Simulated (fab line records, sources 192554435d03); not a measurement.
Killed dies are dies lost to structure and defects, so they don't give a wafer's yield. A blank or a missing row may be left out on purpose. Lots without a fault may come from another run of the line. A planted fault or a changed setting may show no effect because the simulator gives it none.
fab line records | flow n5_finfet
record lots=7 wafers=21 last_day=17
route steps=1938 shown BEOL_M3@988 BEOL_M4@1111 PASSIVATION@1936
lots that met no fault: from a run of the same line without faults
start_h: hours from the record's first day to the start of the lot's first wafer shown | wait_h: hours since the lot's step before | " the same as in the row above | L1.1+2: a row that stands for several wafers | - no value, or no start given | * or withheld: withheld | < > ~ a bound
route shown NAME@n: a module of which the file shows steps, and the number in the route of the first | usual: mean/standard deviation of fault-free wafers | same: alike in all rows | chamber/n: place in a boat | sites: the reading at each site | _std_site: their standard deviation | _edge_site: outer sites' mean less inner sites' | radius_mm: how far each site lies from the wafer's centre | mask NAME#n: copy n | behind: the tool/chamber that last shaped the wafer | hold: why the lot was held/for how many hours/how that ended | device: the transistor (n, p or np) that didn't switch | end of line: the same wafers' tests at the end of the route | a step without rows: its recipe alone | killed: dies lost to structure and defects at the first sort, not the wafer's yield | map: a wafer's dies, x killed, . not, _ none there
set.NAME: the setting as run; set.NAME@STEP: as run at that earlier step | model.NAME: the simulator's own value behind a step, which no gauge read
lots at some steps of the route; a table a step, a row a wafer
services: from which hour (start_h, from the record's first day; less than 0 if before it) a tool's chamber was out of use, for how many hours, and why
## steps
# step N5_BEOL_M3_CD_MEAS_35
# recipe target_cd_nm=18 target_cd_y_nm=21 polarity=opening
# usual cd_nm=18.0/0.32
# columns lot.wafer tool chamber start_h wait_h cd_nm
L335.2 cd_sem-02 - 153.33 0.0 17.7
L335.4 " - " " 18.2
L335.5 " - " " 18.0
L340.2 cd_sem-02 - 177.73 0.0 17.6
L340.3 " - " " 18.1
L340.4 " - " " 18.3
L343.1 cd_sem-02 - 198.93 0.0 17.1
L343.4 " - " " 17.9
L343.5 " - " " 17.6
L345.4 cd_sem-02 - 203.08 0.0 17.1
L345.5 " - " " 18.0
L345.6 " - " " 17.3
L346.1 cd_sem-01 - 219.67 0.0 17.8
L346.5 " - " " 17.7
L346.6 " - " " 18.4
L356.3 cd_sem-01 - 283.77 0.0 18.3
L356.5 " - " " 18.1
L356.6 " - " " 17.9
L357.1 cd_sem-03 - 284.12 0.0 17.8
L357.3 " - " " 18.3
L357.6 " - " " 18.0
# step N5_BEOL_M3_DEGAS_44
# recipe ambient=vacuum temp_c=250 time_s=60
# usual heater_power_w=344/44 susceptor_temp_C=250.00/0.16
# columns lot.wafer tool chamber start_h wait_h heater_power_w susceptor_temp_C
L335.2 pvd_sputter-02 - 153.56 0.2 425 249.86
L335.4 " - " " 321 250.01
L335.5 " - " " 392 249.90
L340.2 pvd_sputter-03 - 179.42 1.7 300 249.94
L340.3 " - " " 330 249.94
L340.4 " - " " 299 249.81
L343.1 pvd_sputter-03 - 199.39 0.5 301 250.19
L343.4 " - " " 298 250.27
L343.5 " - " " 335 250.01
L345.4 pvd_sputter-01 - 203.12 0.0 310 249.88
L345.5 " - " " 402 249.98
L345.6 " - " " 321 249.80
L346.1 pvd_sputter-01 - 219.71 0.0 338 250.06
L346.5 " - " " 343 250.15
L346.6 " - " " 311 249.80
L356.3 pvd_sputter-02 - 283.87 0.1 309 250.12
L356.5 " - " " 280 250.17
L356.6 " - " " 429 250.26
L357.1 pvd_sputter-01 - 284.17 0.0 393 250.13
L357.3 " - " " 341 250.02
L357.6 " - " " 314 250.23
# step N5_BEOL_M3_PRE_CLEAN_45
# recipe gas=H2/He time_s=30 temp_c=250
# step N5_BEOL_M3_ALD_84
# recipe material=TaN target_thk_a=* temp_c=275 ald_precursor_family=PDMAT ald_co_reactant=NH3 pressure_torr=3 carrier_flow_sccm=1500 pulse_time_s=2 purge_time_s=3 co_reactant_purge_time_s=2 co_reactant_pulse_time_s=3 ald_cycles=30 precursor_vessel_temp_c=75 precursor_vessel_pressure_torr=26.25 precursor_vessel_carrier_sccm=1000
# usual heater_power_w=434/47 susceptor_temp_C=274.97/0.17
# columns lot.wafer tool chamber start_h wait_h heater_power_w susceptor_temp_C
L335.2 ald_metal-03 1 153.71 0.1 511 274.91
L335.4 " 2 " " 442 274.99
L335.5 " 3 " " 414 275.10
L340.2 ald_metal-04 1 179.53 0.0 420 274.99
L340.3 " 2 " " 543 274.53
L340.4 " 3 " " 383 275.15
L343.1 ald_metal-04 0 199.55 0.1 458 275.00
L343.4 " 1 " " 418 274.86
L343.5 " 0 " " 455 274.78
L345.4 ald_metal-02 0 203.27 0.1 456 275.20
L345.5 " 0 " " 458 275.19
L345.6 " 1 " " 420 275.18
L346.1 ald_metal-02 1 219.81 0.0 413 275.00
L346.5 " 1 " " 415 274.82
L346.6 " 0 " " 470 274.67
L356.3 ald_metal-04 1 283.97 0.0 416 275.17
L356.5 " 2 " " 540 274.92
L356.6 " 1 " " 429 275.28
L357.1 ald_metal-02 0 284.27 0.0 451 275.09
L357.3 " 1 " " 421 275.04
L357.6 " 2 " " 382 275.13
# step N5_BEOL_M3_SURFACE_TREAT_85
# recipe gas=Ar time_s=* ion_energy_ev=* ion_current_ma_cm2=0.5 pressure_mtorr=* ar_flow_sccm=30
# step N5_BEOL_M3_CVD_47
# recipe material=Co target_thk_a=30 temp_c=withheld precursor=CCTBA/H2 pressure_torr=30 time_s=223.8
# step N5_BEOL_M3_SPUTTER_48
# recipe material=Cu target_thk_a=45 temp_c=-20 chamber_pressure_pa=0.07 power_w=withheld time_s=8.29
# step N5_BEOL_M3_ANNEAL_49
# recipe temp_c=400 time_s=240 ambient=vacuum
# usual heater_power_w=858/110 susceptor_temp_C=400.01/0.23
# columns lot.wafer tool chamber start_h wait_h heater_power_w susceptor_temp_C
L335.2 pvd_sputter-02 - 154.28 0.0 693 400.18
L335.4 " - " " 1053 399.84
L335.5 " - " " 1002 399.92
L340.2 pvd_sputter-01 - 180.17 0.0 750 400.45
L340.3 " - " " 838 399.91
L340.4 " - " " 938 400.20
L343.1 pvd_sputter-01 - 200.39 0.1 926 399.88
L343.4 " - " " 786 399.92
L343.5 " - " " 913 400.05
L345.4 pvd_sputter-02 - 204.00 0.0 1057 399.91
L345.5 " - " " 1012 400.22
L345.6 " - " " 789 400.09
L346.1 pvd_sputter-03 - 220.33 0.0 865 399.80
L346.5 " - " " 726 400.12
L346.6 " - " " 843 400.06
L356.3 pvd_sputter-01 - 284.50 0.0 906 399.99
L356.5 " - " " 983 400.46
L356.6 " - " " 784 399.83
L357.1 pvd_sputter-02 - 284.82 0.0 975 400.04
L357.3 " - " " 696 400.12
L357.6 " - " " 699 399.80
# step N5_BEOL_M3_SPUTTER_79
# recipe material=Cu target_thk_a=45 temp_c=-20 chamber_pressure_pa=0.07 power_w=withheld time_s=8.29
# step N5_BEOL_M3_ANNEAL_80
# recipe temp_c=400 time_s=240 ambient=vacuum
# usual heater_power_w=857/110 susceptor_temp_C=400.01/0.21
# columns lot.wafer tool chamber start_h wait_h heater_power_w susceptor_temp_C
L335.2 pvd_sputter-02 - 154.50 0.0 698 399.73
L335.4 " - " " 1014 400.29
L335.5 " - " " 978 400.00
L340.2 pvd_sputter-01 - 180.39 0.0 774 399.90
L340.3 " - " " 863 399.85
L340.4 " - " " 907 399.95
L343.1 pvd_sputter-01 - 200.83 0.1 906 400.03
L343.4 " - " " 784 399.99
L343.5 " - " " 901 400.16
L345.4 pvd_sputter-02 - 204.22 0.0 1069 400.00
L345.5 " - " " 1000 400.12
L345.6 " - " " 803 400.04
L346.1 pvd_sputter-03 - 220.55 0.0 878 399.90
L346.5 " - " " 733 399.78
L346.6 " - " " 846 399.96
L356.3 pvd_sputter-01 - 284.72 0.0 918 399.82
L356.5 " - " " 1001 399.97
L356.6 " - " " 797 400.04
L357.1 pvd_sputter-02 - 285.04 0.0 1011 400.00
L357.3 " - " " 685 399.85
L357.6 " - " " 691 399.86
# step N5_BEOL_M3_SPUTTER_81
# recipe material=Cu target_thk_a=45 temp_c=-20 chamber_pressure_pa=0.07 power_w=withheld time_s=8.29
# step N5_BEOL_M3_ANNEAL_82
# recipe temp_c=400 time_s=240 ambient=vacuum
# usual heater_power_w=857/110 susceptor_temp_C=400.01/0.21
# columns lot.wafer tool chamber start_h wait_h heater_power_w susceptor_temp_C
L335.2 pvd_sputter-02 - 154.72 0.0 700 400.02
L335.4 " - " " 1049 400.37
L335.5 " - " " 1027 400.18
L340.2 pvd_sputter-01 - 180.61 0.0 779 399.94
L340.3 " - " " 867 400.03
L340.4 " - " " 925 400.24
L343.1 pvd_sputter-01 - 201.27 0.1 922 400.12
L343.4 " - " " 783 399.87
L343.5 " - " " 914 400.16
L345.4 pvd_sputter-02 - 204.44 0.0 1021 399.77
L345.5 " - " " 971 399.94
L345.6 " - " " 787 399.85
L346.1 pvd_sputter-03 - 220.77 0.0 890 399.92
L346.5 " - " " 731 400.02
L346.6 " - " " 840 399.97
L356.3 pvd_sputter-01 - 284.94 0.0 926 400.19
L356.5 " - " " 966 400.11
L356.6 " - " " 773 400.00
L357.1 pvd_sputter-02 - 285.26 0.0 980 400.34
L357.3 " - " " 704 399.88
L357.6 " - " " 702 400.12
# step N5_BEOL_M3_SPUTTER_86
# recipe material=Cu target_thk_a=45 temp_c=-20 chamber_pressure_pa=0.07 power_w=withheld time_s=8.29
# usual chamber_pressure_pa=0.06998/0.00015 chuck_gas_flow_sccm=1.26/0.047 susceptor_temp_C=-20.00/0.12 throttle_valve_pct=30.1/0.42
# columns lot.wafer tool chamber start_h wait_h chamber_pressure_pa chuck_gas_flow_sccm susceptor_temp_C throttle_valve_pct
L335.2 pvd_sputter-02 - 154.86 0.1 0.07022 1.28 -19.78 30.0
L335.4 " - " " 0.06994 1.26 -20.01 30.6
L335.5 " - " " 0.06986 1.31 -20.15 29.6
L340.2 pvd_sputter-01 - 180.75 0.1 0.06993 1.33 -19.87 30.7
L340.3 " - " " 0.06991 1.24 -19.89 29.6
L340.4 " - " " 0.06997 1.19 -20.10 30.1
L343.1 pvd_sputter-01 - 201.41 0.1 - - - -
L343.4 " - " " - - - -
L343.5 " - " " - - - -
L345.4 pvd_sputter-02 - 204.58 0.1 - - - -
L345.5 " - " " - - - -
L345.6 " - " " - - - -
L346.1 pvd_sputter-03 - 220.91 0.1 - - - -
L346.5 " - " " - - - -
L346.6 " - " " - - - -
L356.3 pvd_sputter-01 - 285.08 0.1 0.0699 1.22 -19.93 30.0
L356.5 " - " " 0.06987 1.29 -19.97 29.8
L356.6 " - " " 0.0699 1.19 -20.15 30.7
L357.1 pvd_sputter-02 - 285.40 0.1 0.07002 1.24 -20.02 29.5
L357.3 " - " " 0.06973 1.23 -20.06 29.9
L357.6 " - " " 0.07 1.23 -20.08 29.9
# step N5_BEOL_M3_ANNEAL_87
# recipe temp_c=400 time_s=240 ambient=vacuum
# step N5_BEOL_M4_RC_MEAS_101
# usual DIBL_N=36.4/1.4 DIBL_P=36.3/1.5 IOFF_N=0.162/0.023 IOFF_P=0.211/0.027 ION_N=676/9.7 ION_P=463/6.4 SS_N=71.5/0.5 SS_P=73.3/0.6 VT_N=249.3/2.5 VT_P=-249.9/2.8
# columns lot.wafer tool chamber start_h wait_h DIBL_N[mV/V] DIBL_P[mV/V] IOFF_N[nA/um] IOFF_P[nA/um] ION_N[uA/um] ION_P[uA/um] SS_N[mV/dec] SS_P[mV/dec] VT_N[mV] VT_P[mV]
L335.2 prober-02 0 171.16 0.2 38.8 38.1 0.214 0.264 682 466 72.4 73.6 246.8 -245.8
L335.4 " 0 " " 37.5 36.3 0.176 0.220 686 471 72.9 72.8 245.5 -247.4
L335.5 " 0 " " 39.7 38.7 0.214 0.266 676 463 72.6 74.1 246.7 -247.1
L340.2 prober-01 0 195.64 0.2 35.3 34.5 0.150 0.192 683 458 71.1 73.3 247.1 -249.1
L340.3 " 0 " " 38.0 38.7 0.206 0.244 685 468 72.2 73.7 244.9 -248.3
L340.4 " 0 " " 35.6 34.6 0.150 0.185 677 462 71.2 73.4 248.4 -250.1
L343.1 prober-01 0 217.80 0.0 36.3 37.7 0.156 0.203 658 453 71.2 73.5 248.5 -251.1
L343.4 " 0 " " 36.4 37.4 0.159 0.195 673 457 71.7 73.6 251.9 -251.2
L343.5 " 0 " " 35.6 36.0 0.147 0.183 667 455 70.9 73.5 252.1 -251.6
L345.4 prober-02 0 233.98 0.5 34.1 34.7 0.121 0.158 662 456 70.8 72.7 254.8 -255.1
L345.5 " 0 " " 35.9 37.0 0.144 0.186 664 454 70.7 73.1 253.9 -253.4
L345.6 " 0 " " 34.7 35.9 0.136 0.174 655 450 71.1 73.4 251.2 -251.5
L346.1 prober-01 0 236.34 0.0 36.4 35.6 0.152 0.209 680 476 71.3 72.6 248.2 -250.5
L346.5 " 0 " " 36.5 35.8 0.151 0.207 670 465 71.3 73.3 252.1 -249.0
L346.6 " 0 " " 36.3 35.5 0.145 0.208 672 473 71.1 73.1 250.7 -249.6
L356.3 prober-01 0 294.83 0.3 35.4 34.4 0.141 0.170 675 453 71.5 73.7 251.5 -251.6
L356.5 " 0 " " 36.8 36.8 0.172 0.209 687 469 71.3 73.9 247.1 -252.0
L356.6 " 0 " " 36.2 35.4 0.151 0.192 677 461 72.4 73.4 251.4 -248.6
L357.1 prober-01 0 296.12 0.0 37.1 37.6 0.166 0.215 694 473 71.7 72.8 247.7 -249.5
L357.3 " 0 " " 40.1 41.0 0.224 0.282 693 471 72.4 73.8 244.3 -247.7
L357.6 " 0 " " 36.9 36.3 0.155 0.202 663 457 71.2 73.4 252.6 -251.1
# step N5_PASSIVATION_PROBE_49
# usual defect_limited_yield=91.3/1.3 killed_at_M0_to_M3=33/8.9 killed_at_M4_up=15/5.4 killed_at_contacts=13/5.8 killed_at_front_end=39/9.9 killed_at_other=3.2/2.9 killed_dies=102/15 killed_open=68/12 killed_short=34/7.6 sort_bin_5_function=5.1/0.89 sort_bin_6_memory=3.2/0.63 sort_n_pass=1078/15 sort_yield_pct=91.3/1.3
# same gross_dies=1180 killed_at_back_side=0 sort_bin_4_leakage[%]=0 sort_bin_8_speed[%]=0
# columns lot.wafer tool chamber start_h wait_h defect_limited_yield[%] killed_at_M0_to_M3 killed_at_M4_up killed_at_contacts killed_at_front_end killed_at_other killed_dies killed_open killed_short sort_bin_5_function[%] sort_bin_6_memory[%] sort_n_pass sort_yield_pct[%]
L343.1 prober-01 - 324.70 0.0 89.9 55 21 14 29 0 119 81 32 5.7 4.0 1061 89.9
L343.4 prober-01 - 324.85 0.2 91.2 42 25 11 24 2 104 76 22 5.4 2.9 1076 91.2
L343.5 prober-01 - 324.90 0.2 92.9 32 16 11 23 2 84 51 29 3.5 3.3 1096 92.9
L345.4 prober-01 - 335.24 0.2 90.8 33 16 9 45 5 108 58 44 5.4 3.4 1072 90.8
L345.5 prober-01 - 335.29 0.2 91.9 33 8 8 43 3 95 59 31 4.4 3.3 1085 91.9
L345.6 prober-01 - 335.34 0.3 90.7 27 17 8 45 13 110 73 34 5.3 3.6 1070 90.7
L346.1 prober-01 - 336.65 0.0 91.8 28 23 10 34 2 97 53 38 4.9 3.1 1083 91.8
L346.5 prober-01 - 336.85 0.2 92.4 29 18 6 28 9 90 51 34 4.7 2.6 1090 92.4
L346.6 prober-01 - 336.90 0.3 90.8 36 20 8 43 2 109 70 34 5.8 3.5 1071 90.8
# killed by level:class
L343.1 BEOL_M0_SAQP:geometric_particle:open=17 MOL_CONTACT_COAG:geometric_particle:open=14 STI_FIN_REVEAL:geometric_particle:open=11 BEOL_M3:geometric_particle:open=11 BEOL_M0_SAQP:geometric_particle:short=9 BEOL_M4:geometric_particle:open=7 BEOL_M1:geometric_particle:open=5 BEOL_M3:interface_void_opened=5
L343.4 MOL_CONTACT_COAG:geometric_particle:open=10 BEOL_M4:geometric_particle:open=10 BEOL_M0_SAQP:geometric_particle:short=8 BEOL_M0_SAQP:geometric_particle:open=8 BEOL_M2:geometric_particle:open=8 BEOL_M3:interface_void_opened=5 STARTING-WAFER:geometric_particle:open=5 FIN_SAQP:geometric_particle:open=4
L343.5 BEOL_M1:geometric_particle:open=10 MOL_CONTACT_COAG:geometric_particle:open=8 DUMMY_GATE:geometric_particle:open=7 STI_FIN_REVEAL:geometric_particle:open=5 BEOL_M4:geometric_particle:short=5 BEOL_M0_SAQP:geometric_particle:short=4 BEOL_M2:geometric_particle:open=4 BEOL_M3:interface_void_opened=4
L345.4 FIN_SAQP:geometric_particle:open=10 STI_FIN_REVEAL:geometric_particle:open=9 FIN_SAQP:geometric_particle:short=8 MOL_CONTACT_COAG:geometric_particle:open=8 BEOL_M4:geometric_particle:open=8 BEOL_M0_SAQP:geometric_particle:short=7 BEOL_M3:interface_void_opened=6 BEOL_M0_SAQP:geometric_particle:open=5
L345.5 FIN_SAQP:geometric_particle:open=11 STI_FIN_REVEAL:geometric_particle:open=11 MOL_CONTACT_COAG:geometric_particle:open=7 BEOL_M0_SAQP:geometric_particle:open=7 BEOL_M0_SAQP:geometric_particle:short=6 STI_FIN_REVEAL:geometric_particle:short=5 BEOL_M3:interface_void_opened=5 BEOL_M2:geometric_particle:open=4
L345.6 STI_FIN_REVEAL:geometric_particle:open=17 BEOL_M4:geometric_particle:open=11 MOL_CONTACT_COAG:geometric_particle:open=7 FIN_SAQP:geometric_particle:open=6 BEOL_M1:geometric_particle:open=6 FIN_SAQP:geometric_particle:short=4 STI_FIN_REVEAL:geometric_particle:short=4 BEOL_M0_SAQP:geometric_particle:short=4
L346.1 FIN_SAQP:geometric_particle:short=12 BEOL_M4:geometric_particle:open=12 MOL_CONTACT_COAG:geometric_particle:open=8 BEOL_M3:geometric_particle:open=8 STARTING-WAFER:geometric_particle:short=5 BEOL_M0_SAQP:geometric_particle:open=4 BEOL_M4:geometric_particle:short=4 BEOL_M3:interface_void_opened=4
L346.5 FIN_SAQP:geometric_particle:short=8 MOL_CONTACT_COAG:geometric_particle:open=6 BEOL_M4:geometric_particle:open=6 FIN_SAQP:geometric_particle:open=5 BEOL_M1:geometric_particle:open=5 BEOL_M5:geometric_particle:open=5 BEOL_M2:geometric_particle:open=4 BEOL_M0_SAQP:geometric_particle:open=4
L346.6 BEOL_M4:geometric_particle:open=12 DUMMY_GATE:geometric_particle:open=10 BEOL_M3:geometric_particle:open=9 FIN_SAQP:geometric_particle:short=7 GATE_CUT:geometric_particle:open=6 MOL_CONTACT_COAG:geometric_particle:open=6 BEOL_M2:geometric_particle:open=6 BEOL_M3:interface_void_opened=5
## services
# columns tool chamber start_h hours kind
pvd_sputter-01 - 164.86 1.5 repair
ald_metal-03 - 178.01 2.8 pm
pvd_sputter-02 - 187.05 3.7 repair
ald_metal-03 2 227.07 25.8 repair
ald_metal-02 3 241.36 4.2 repair
ald_metal-04 3 282.39 4.5 repair
## key
first_sign step=N5_BEOL_M3_SPUTTER_86 reading=tool_record direction=missing
effect none on later readings
met_at N5_BEOL_M3_SPUTTER_86
struck_wafers L343.1,L343.4,L343.5,L345.4,L345.5,L345.6,L346.1,L346.5,L346.6
onset_between 180.75 201.41
fault kind=skipped_step_whole tool=pvd_sputter-01,pvd_sputter-02,pvd_sputter-03 chamber=- onset_h=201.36 steps=N5_BEOL_M3_SPUTTER_86 scope=struck_lots_only
